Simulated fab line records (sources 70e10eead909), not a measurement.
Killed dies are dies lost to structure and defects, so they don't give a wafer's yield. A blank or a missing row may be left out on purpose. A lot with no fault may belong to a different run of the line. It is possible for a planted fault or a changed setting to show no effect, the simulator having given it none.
The same fault as seen by 2 desks	flow nand harc	numbers are kept per desk, each desk with only its own; the story behind them comes last

== METROLOGY DESK ==
What the gauges read for every lot (on any tool): the sampled wafers with a number, averaged. Any lot whose mean is over 4 standard deviations away from the usual mean is out of limits and marked OUT; that distance is given in the brackets.
Columns: A = cd nm at NHARC_P_GATE_CD_MEAS_46, usual 717.9 nm
lot	first seen here	A
L933	day 5 04:25	718.8
L936	day 5 17:37	717.2
L937	day 6 04:31	719.5
L939	day 6 20:45	716.0
L942	day 7 01:44	719.3
L948	day 9 03:52	716.6
L950	day 9 10:59	719.2
L951	day 9 11:42	716.4
L952	day 9 19:20	715.6
L953	day 10 08:10	717.7
L954	day 10 13:03	719.0
L955	day 10 15:48	717.0
L956	day 11 10:17	719.8
This desk's finding: nothing out of limits on any of the 13 lots.

== THE DEFECT DESK ==
Counts from the inspections along the route, per lot, as means over the sampled wafers that have a number. Any lot whose mean is over 4 standard deviations away from the usual mean is out of limits and marked OUT; that distance is given in the brackets.
Columns: A = raw defect count at NHARC_P_GATE_INSPECT_68, usual 207
lot	first seen here	A
L933	day 5 11:23	256
L936	day 6 00:25	205
L937	day 6 11:06	492
L939	day 7 03:24	559 (+4.3) OUT
L942	day 7 08:29	551 (+4.2) OUT
L948	day 9 10:37	263
L950	day 9 20:31	312
L951	day 9 20:48	161
L952	day 10 02:05	235
L953	day 10 14:53	126
L954	day 10 19:55	243
L955	day 10 22:13	196
L956	day 11 16:47	304
This desk finds L939, L942 out of limits, L939 being first, at day 7 03:24 (raw defect count at NHARC_P_GATE_INSPECT_68). L933, L936, L937, L948, L950, L951, L952, L953, L954, L955, L956: within limits.

== BROUGHT TOGETHER ==
The defect desk could have raised an alarm at day 7 03:24, on L939, L942.
Metrology desk: nothing out of limits seen.
The metrology desk holds a record of L939, L942, inside its limits.
Every lot named ran NHARC_P_GATE_PRECLEAN_97 on wet bench-09.

== WHAT HAD BEEN PUT IN BY THE SIMULATOR ==
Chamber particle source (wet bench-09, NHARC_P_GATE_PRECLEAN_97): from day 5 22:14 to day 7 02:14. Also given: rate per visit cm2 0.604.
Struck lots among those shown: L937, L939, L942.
Hours from the fault's start to each desk's first reading out of limits: the defect desk, 29.
